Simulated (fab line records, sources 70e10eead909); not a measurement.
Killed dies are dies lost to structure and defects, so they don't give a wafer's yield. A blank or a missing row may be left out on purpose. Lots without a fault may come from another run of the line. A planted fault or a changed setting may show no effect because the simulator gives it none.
fab line records | flow nand_harc
record lots=13 wafers=39 last_day=24
route steps=1159 shown A_M0@1018 A_M1@1031 END@1159
lots that met no fault: from a run of the same line without faults
start_h: hours from the record's first day to the start of the lot's first wafer shown | wait_h: hours since the lot's step before | " the same as in the row above | L1.1+2: a row that stands for several wafers | - no value, or no start given | * or withheld: withheld | < > ~ a bound
route shown NAME@n: a module of which the file shows steps, and the number in the route of the first | usual: mean/standard deviation of fault-free wafers | same: alike in all rows | chamber/n: place in a boat | sites: the reading at each site | _std_site: their standard deviation | _edge_site: outer sites' mean less inner sites' | radius_mm: how far each site lies from the wafer's centre | mask NAME#n: copy n | behind: the tool/chamber that last shaped the wafer | hold: why the lot was held/for how many hours/how that ended | device: the transistor (n, p or np) that didn't switch | end of line: the same wafers' tests at the end of the route | a step without rows: its recipe alone | killed: dies lost to structure and defects at the first sort, not the wafer's yield | map: a wafer's dies, x killed, . not, _ none there
set.NAME: the setting as run; set.NAME@STEP: as run at that earlier step | model.NAME: the simulator's own value behind a step, which no gauge read
steps of the route over a sample of lots; a table a step, a row a wafer
services: from which hour (start_h, from the record's first day; less than 0 if before it) a tool's chamber was out of use, for how many hours, and why
## steps
# step NHARC_A_M0_ANNEAL_30
# recipe temp_c=225 time_s=90
# usual wafer_temp_C_max=226.2/0.35
# same time_s=90
# columns lot.wafer tool chamber start_h wait_h wafer_temp_C_max
L408.2 rtp_anneal-01 0 396.37 - 225.9
L408.4 " 0 " " 225.9
L408.6 " 0 " " 226.2
L409.1 rtp_anneal-02 0 404.02 0.3 226.7
L409.3 " 0 " " 226.6
L409.6 " 0 " " 226.3
L412.3 rtp_anneal-01 0 407.06 - 226.4
L412.5 " 0 " " 226.2
L412.6 " 0 " " 225.9
L411.1 rtp_anneal-01 0 409.69 0.5 225.8
L411.3 " 0 " " 225.7
L411.5 " 0 " " 226.2
L413.1 rtp_anneal-01 0 430.84 - 226.0
L413.2 " 0 " " 226.0
L413.3 " 0 " " 226.3
L414.1 rtp_anneal-02 0 445.57 - 226.6
L414.5 " 0 " " 226.3
L414.6 " 0 " " 227.2
L416.3 rtp_anneal-01 0 453.62 - 226.0
L416.4 " 0 " " 226.1
L416.6 " 0 " " 225.8
L420.1 rtp_anneal-01 0 471.17 - 226.6
L420.3 " 0 " " 226.0
L420.5 " 0 " " 226.3
L421.2 rtp_anneal-01 0 471.98 0.4 225.9
L421.3 " 0 " " 225.8
L421.5 " 0 " " 225.8
L418.2 rtp_anneal-01 0 481.69 0.4 226.3
L418.3 " 0 " " 226.0
L418.4 " 0 " " 226.1
L425.4 rtp_anneal-01 0 506.11 0.3 226.2
L425.5 " 0 " " 226.2
L425.6 " 0 " " 226.0
L431.2 rtp_anneal-01 0 532.51 - 226.2
L431.3 " 0 " " 226.2
L431.6 " 0 " " 225.9
L430.1 rtp_anneal-02 0 537.23 0.3 226.9
L430.3 " 0 " " 226.7
L430.4 " 0 " " 226.7
# step NHARC_A_M0_THK_MEAS_24
# recipe thk_meas_gauge=xrf
# usual thk_nm=114.1/1.4
# columns lot.wafer tool chamber start_h wait_h thk_nm
L408.2 film_metro-01 - 396.99 - 115.7
L408.4 " - " " 116.1
L408.6 " - " " 113.0
L409.1 film_metro-02 - 404.68 - 115.7
L409.3 " - " " 114.7
L409.6 " - " " 114.6
L412.3 film_metro-02 - 407.61 - 115.3
L412.5 " - " " 115.6
L412.6 " - " " 115.4
L411.1 film_metro-01 - 410.34 - 113.1
L411.3 " - " " 114.8
L411.5 " - " " 112.7
L413.1 film_metro-01 - 431.51 - 115.2
L413.2 " - " " 112.8
L413.3 " - " " 114.2
L414.1 film_metro-02 - 446.23 - 114.9
L414.5 " - " " 111.3
L414.6 " - " " 114.9
L416.3 film_metro-02 - 454.20 - 116.7
L416.4 " - " " 114.9
L416.6 " - " " 115.3
L420.1 film_metro-01 - 471.83 - 114.9
L420.3 " - " " 113.6
L420.5 " - " " 115.4
L421.2 film_metro-01 - 472.59 - 113.7
L421.3 " - " " 113.6
L421.5 " - " " 114.1
L418.2 film_metro-02 - 482.29 - 114.1
L418.3 " - " " 115.4
L418.4 " - " " 115.8
L425.4 film_metro-02 - 506.62 - 116.4
L425.5 " - " " 111.9
L425.6 " - " " 113.2
L431.2 film_metro-01 - 533.12 - 114.8
L431.3 " - " " 111.9
L431.6 " - " " 112.5
L430.1 film_metro-02 - 537.89 - 113.9
L430.3 " - " " 110.6
L430.4 " - " " 113.5
# step NHARC_A_M0_DEP_32
# recipe target_thk_a=300 temp_c=370 target_thk_nm=30 pressure_torr=3 flow_sccm=200 rf_w=450 material=SiCN
# usual heater_power_w=595/62
# columns lot.wafer tool chamber start_h wait_h heater_power_w
L408.2 pecvd-03 2 397.39 0.1 705
L408.4 " 0 " " 506
L408.6 " 2 " " 698
L409.1 pecvd-04 0 405.00 0.1 611
L409.3 " 2 " " 563
L409.6 " 2 " " 582
L412.3 pecvd-01 1 407.96 0.1 612
L412.5 " 1 " " 608
L412.6 " 2 " " 721
L411.3 pecvd-01 0 410.69 0.1 525
L411.1 " 1 " " 564
L411.5 " 1 " " 568
L413.1 pecvd-04 2 431.81 0.1 624
L413.3 " 0 " " 683
L413.2 " 1 " " 667
L414.1 pecvd-01 1 446.73 0.1 582
L414.6 " 2 " " 653
L414.5 " 1 " " 580
L416.3 pecvd-03 2 454.50 0.1 672
L416.6 " 2 " " 662
L416.4 " 0 " " 513
L420.1 pecvd-01 1 472.18 0.1 575
L420.3 " 2 " " 613
L420.5 " 2 " " 618
L421.3 pecvd-01 2 472.89 0.1 605
L421.2 " 1 " " 551
L421.5 " 2 " " 642
L418.3 pecvd-04 0 482.60 0.1 625
L418.2 " 1 " " 578
L418.4 " 1 " " 580
L425.5 pecvd-03 1 507.05 0.2 604
L425.6 " 2 " " 654
L425.4 " 0 " " 494
L431.3 pecvd-01 1 533.42 0.1 558
L431.2 " 0 " " 496
L431.6 " 2 " " 634
L430.3 pecvd-04 0 538.19 0.1 632
L430.1 " 1 " " 636
L430.4 " 0 " " 656
# step NHARC_A_M1_SOFTBAKE_04
# recipe temp_c=105 time_s=55
# usual heater_power_total_W=188.45/0.13
# columns lot.wafer tool chamber start_h wait_h heater_power_total_W
L408.2 litho_track-04 0 398 - 188.32
L408.4 " 0 " " 188.29
L408.6 " 0 " " 188.75
L409.1 litho_track-01 0 405 - 188.30
L409.3 " 0 " " 188.34
L409.6 " 0 " " 188.33
L412.3 litho_track-06 0 408 - 188.69
L412.5 " 0 " " 188.49
L412.6 " 0 " " 188.35
L411.1 litho_track-04 0 411 - 188.42
L411.3 " 0 " " 188.36
L411.5 " 0 " " 188.58
L413.1 litho_track-04 0 432 - 188.78
L413.2 " 0 " " 188.39
L413.3 " 0 " " 188.39
L414.1 litho_track-04 0 447 - 188.37
L414.5 " 0 " " 188.40
L414.6 " 0 " " 188.48
L416.3 litho_track-04 0 455 - 188.55
L416.4 " 0 " " 188.30
L416.6 " 0 " " 188.42
L420.1 litho_track-04 0 472 - 188.49
L420.3 " 0 " " 188.57
L420.5 " 0 " " 188.34
L421.2 litho_track-01 0 473 - 188.35
L421.3 " 0 " " 188.51
L421.5 " 0 " " 188.32
L418.2 litho_track-01 0 483 - 188.44
L418.3 " 0 " " 188.57
L418.4 " 0 " " 188.69
L425.4 litho_track-01 0 507 - 188.73
L425.5 " 0 " " 188.38
L425.6 " 0 " " 222.41
L431.2 litho_track-06 0 534 - 188.64
L431.3 " 0 " " 188.32
L431.6 " 0 " " 188.39
L430.1 litho_track-01 0 539 - 188.33
L430.3 " 0 " " 222.52
L430.4 " 0 " " 188.34
# step NHARC_END_SORT_01
# recipe temp_c=25
# usual defect_limited_yield=95.1/1.6 killed_at_array=29/11 killed_at_other=0.6/0.92 killed_at_periphery=3.2/2 killed_dies=33/11 killed_open=3.2/2 killed_short=1.9/1.5 sort_bin_2_pct=1.6/0.67 sort_bin_3_pct=0.26/0.22 sort_bin_4_pct=3.1/1.1 sort_n_pass=644/11 sort_rim_yield_pct=96.3/2.5 sort_yield_pct=95.1/1.6
# same gross_dies=677 sort_bin_5_pct[%]=0 sort_bin_6_pct[%]=0 sort_bin_7_pct[%]=0 sort_bin_8_pct[%]=0 sort_rim_n_gross=106.00
# columns lot.wafer tool chamber start_h wait_h defect_limited_yield[%] killed_at_array killed_at_other killed_at_periphery killed_dies killed_open killed_short sort_bin_2_pct[%] sort_bin_3_pct[%] sort_bin_4_pct[%] sort_n_pass sort_rim_yield_pct[%] sort_yield_pct[%]
L409.1 prober-02 0 438.25 2.5 95.1 30 2 1 33 4 2 1.2 0.30 3.4 644 97.2 95.1
L409.3 prober-02 0 439.85 3.1 96.9 19 1 1 21 4 0 1.0 0.30 1.8 656 95.3 96.9
L409.6 prober-02 0 442.26 4.0 96.2 24 1 1 26 3 4 0.9 0 3.0 651 98.1 96.2
L408.2 prober-01 0 439.01 2.8 96.9 18 0 3 21 3 4 1.0 0.15 1.9 656 91.5 96.9
L408.4 prober-01 0 440.61 3.4 97.0 15 0 5 20 3 0 0.4 0.30 2.2 657 98.1 97.0
L408.6 prober-01 0 442.21 4.0 97.0 15 2 3 20 2 3 0.4 0.30 2.2 657 91.5 97.0
L411.1 prober-02 0 451.64 2.5 95.1 27 1 5 33 4 1 1.9 0.30 2.7 644 99.1 95.1
L411.3 prober-02 0 453.23 3.1 95.7 23 2 4 29 1 2 1.5 0.30 2.5 648 98.1 95.7
L411.5 prober-02 0 454.82 3.7 96.3 17 1 7 25 6 2 0.7 0 3.0 652 92.5 96.3
L418.2 prober-01 0 520.22 2.8 94.7 29 0 7 36 8 2 2.1 0 3.2 641 94.3 94.7
L418.3 prober-01 0 521.00 3.1 95.3 28 0 4 32 7 2 1.0 0.30 3.4 645 92.5 95.3
L418.4 prober-01 0 521.79 3.3 93.9 37 0 4 41 6 1 2.1 0.44 3.5 636 95.3 93.9
L425.4 prober-01 0 548.43 3.4 93.8 39 0 3 42 4 5 1.3 0.15 4.7 635 96.2 93.8
L425.5 prober-01 0 549.24 3.7 94.5 34 0 3 37 7 1 1.0 0.15 4.3 640 98.1 94.5
L425.6 prober-01 0 550.04 4.0 94.4 35 0 3 38 1 3 1.5 0.30 3.8 639 97.2 94.4
L431.3 prober-02 0 579.98 3.1 91.6 51 0 6 57 3 5 1.8 0.44 6.2 620 87.7 91.6
L430.3 prober-01 0 580.94 3.1 93.9 39 1 1 41 5 0 2.4 0 3.7 636 96.2 93.9
# killed by level:class
L409.1 A_SLIT:chamber_film_flake=13 A_SGD_CUT:chamber_film_flake=6 A_WL_FILL:geometric_particle:short=2 A_CHANNEL_HOLE_D1:chamber_film_flake=2 A_STAIRCASE:chamber_film_flake=2 P_CONTACT:geometric_particle:open=1 A_ONON_D1:geometric_particle:open=1 A_M0:geometric_particle:open=1
L408.2 A_CONTACT:chamber_film_flake=6 A_SLIT:chamber_film_flake=5 A_SOURCE_PLATE:geometric_particle:open=2 P_ZERO_WELL:chamber_film_flake=2 P_M2:geometric_particle:short=1 A_SGD_CUT:geometric_particle:short=1 A_WL_FILL:geometric_particle:short=1 A_CONTACT:geometric_particle:open=1
L409.3 A_SLIT:chamber_film_flake=8 A_CHANNEL_HOLE_D1:chamber_film_flake=3 A_CONTACT:chamber_film_flake=2 A_M1:chamber_film_flake=2 P_M1:geometric_particle:open=1 A_ONON_D1:geometric_particle:open=1 A_WL_FILL:geometric_particle:open=1 STARTING-WAFER:geometric_particle:open=1
L408.4 A_SLIT:chamber_film_flake=6 P_GATE:geometric_particle:open=2 A_STAIRCASE:chamber_film_flake=2 A_SGD_CUT:chamber_film_flake=2 A_CONTACT:chamber_film_flake=2 A_BLC:geometric_particle:open=1 P_ZERO_WELL:chamber_film_flake=1 P_STI:chamber_film_flake=1
L408.6 A_SLIT:chamber_film_flake=5 A_CONTACT:chamber_film_flake=4 P_ZERO_WELL:chamber_film_flake=2 A_CHANNEL_HOLE_D1:chamber_film_flake=2 A_ONON_D1:geometric_particle:short=1 A_WL_FILL:geometric_particle:short=1 A_CONTACT:geometric_particle:open=1 A_M0:geometric_particle:open=1
L409.6 A_SLIT:chamber_film_flake=10 A_SGD_CUT:chamber_film_flake=4 A_ONON_D1:geometric_particle:short=2 A_STAIRCASE:chamber_film_flake=2 P_GATE:geometric_particle:open=1 A_ONON_D1:geometric_particle:open=1 A_CHANNEL_FILL_D1:geometric_particle:short=1 A_SGD_CUT:geometric_particle:open=1
L411.1 A_SLIT:chamber_film_flake=10 A_CONTACT:chamber_film_flake=6 P_M1:chamber_film_flake=4 A_STAIRCASE:chamber_film_flake=4 A_CHANNEL_HOLE_D1:chamber_film_flake=2 P_M2:geometric_particle:open=1 A_CHANNEL_HOLE_D1:geometric_particle:open=1 A_WL_FILL:geometric_particle:short=1
L411.3 A_SLIT:chamber_film_flake=11 A_CHANNEL_HOLE_D1:chamber_film_flake=3 P_M1:chamber_film_flake=2 A_STAIRCASE:chamber_film_flake=2 A_CONTACT:chamber_film_flake=2 THIN_TSV:chamber_film_flake=2 A_WL_FILL:geometric_particle:short=1 A_CONTACT:geometric_particle:open=1
L411.5 A_SLIT:chamber_film_flake=6 P_M1:chamber_film_flake=4 A_CHANNEL_HOLE_D1:chamber_film_flake=3 A_SOURCE_PLATE:geometric_particle:open=2 A_M0:geometric_particle:open=2 P_M0:geometric_particle:short=1 A_CHANNEL_HOLE_D1:geometric_particle:short=1 A_CHANNEL_FILL_D1:geometric_particle:open=1
L418.2 A_SLIT:chamber_film_flake=9 P_ZERO_WELL:chamber_film_flake=6 A_CONTACT:chamber_film_flake=6 A_CONTACT:geometric_particle:open=5 A_CHANNEL_HOLE_D1:chamber_film_flake=4 P_M0:geometric_particle:open=1 A_SOURCE_PLATE:geometric_particle:open=1 A_WL_FILL:geometric_particle:open=1
L418.3 A_SLIT:chamber_film_flake=13 A_CHANNEL_HOLE_D1:chamber_film_flake=4 A_WL_FILL:chamber_film_flake=3 A_CONTACT:geometric_particle:open=2 A_CONTACT:chamber_film_flake=2 P_CONTACT:geometric_particle:open=1 P_M0:geometric_particle:open=1 P_M1:geometric_particle:short=1
L418.4 A_SLIT:chamber_film_flake=17 A_CHANNEL_HOLE_D1:chamber_film_flake=5 A_STAIRCASE:chamber_film_flake=4 A_CONTACT:chamber_film_flake=4 A_CHANNEL_FILL_D1:geometric_particle:open=3 P_ZERO_WELL:chamber_film_flake=3 A_ONON_D1:geometric_particle:open=2 P_STI:geometric_particle:open=1
L425.4 A_SLIT:chamber_film_flake=11 A_STAIRCASE:chamber_film_flake=7 A_CHANNEL_HOLE_D1:chamber_film_flake=5 A_CONTACT:chamber_film_flake=4 A_WL_FILL:chamber_film_flake=3 A_WL_FILL:geometric_particle:short=2 P_CONTACT:geometric_particle:open=1 A_SOURCE_PLATE:geometric_particle:short=1
L425.5 A_SLIT:chamber_film_flake=17 A_CHANNEL_HOLE_D1:chamber_film_flake=5 A_STAIRCASE:chamber_film_flake=3 A_CONTACT:chamber_film_flake=3 A_SOURCE_PLATE:geometric_particle:open=2 P_CONTACT:geometric_particle:open=1 P_M1:geometric_particle:open=1 A_SOURCE_PLATE:geometric_particle:short=1
L425.6 A_SLIT:chamber_film_flake=12 A_CONTACT:chamber_film_flake=7 A_CHANNEL_HOLE_D1:chamber_film_flake=4 A_STAIRCASE:chamber_film_flake=4 A_WL_FILL:chamber_film_flake=2 A_M1:chamber_film_flake=2 A_ONON_D1:geometric_particle:short=1 A_WL_FILL:geometric_particle:short=1
L431.3 A_SLIT:chamber_film_flake=16 A_CONTACT:chamber_film_flake=14 A_BLC:chamber_film_flake=7 A_STAIRCASE:chamber_film_flake=4 A_CHANNEL_HOLE_D1:chamber_film_flake=3 A_M1:geometric_particle:short=2 P_M2:chamber_film_flake=2 P_CONTACT:geometric_particle:short=1
L430.3 A_SLIT:chamber_film_flake=22 A_CONTACT:chamber_film_flake=5 A_CHANNEL_HOLE_D1:chamber_film_flake=4 A_STAIRCASE:chamber_film_flake=3 P_M0:geometric_particle:open=1 A_CHANNEL_HOLE_D1:geometric_particle:open=1 A_WL_FILL:geometric_particle:open=1 A_CONTACT:geometric_particle:open=1
## services
# columns tool chamber start_h hours kind
pecvd-04 - 376.48 13.0 pm
pecvd-04 0 376.48 13.0 vent_cycle
pecvd-04 1 376.48 13.0 vent_cycle
pecvd-04 2 376.48 13.0 vent_cycle
pecvd-04 0 389.48 - clean
pecvd-04 1 389.48 - clean
pecvd-04 2 389.48 - clean
pecvd-03 - 406.40 0.5 repair
pecvd-01 - 418.26 13.0 pm
pecvd-01 0 418.26 13.0 vent_cycle
pecvd-01 1 418.26 19.7 vent_cycle
pecvd-01 2 418.26 13.0 vent_cycle
pecvd-01 0 431.26 - clean
pecvd-01 2 431.26 - clean
litho_track-01 - 443.00 7.0 pm
litho_track-06 - 467.00 7.0 pm
pecvd-03 - 473.36 13.0 pm
pecvd-03 0 473.36 13.0 vent_cycle
pecvd-03 1 473.36 13.0 vent_cycle
pecvd-03 2 473.36 13.0 vent_cycle
pecvd-04 0 473.71 4.8 repair
pecvd-04 - 477.65 1.1 repair
litho_track-04 - 491.00 7.0 pm
pecvd-03 0 493.93 5.8 repair
## key
first_sign step=NHARC_A_M1_SOFTBAKE_04 reading=heater_power_total_W direction=up sigmas=99+ usual=* struck=*
effect none on later readings
met_at NHARC_A_M1_SOFTBAKE_04
struck_lots L425,L430
struck_wafers L425.6,L430.3
not_acting_at NHARC_A_M0_ANNEAL_30,NHARC_A_M0_THK_MEAS_24,NHARC_A_M0_DEP_32
onset_between 483 507
fault kind=process_parameter_drift tool=litho_track-01 chamber=- onset_h=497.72 steps=NHARC_A_M1_SOFTBAKE_04 channel=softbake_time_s offset=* shape=step end_h=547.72 scope=struck_wafers_only acts_in=* stated=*
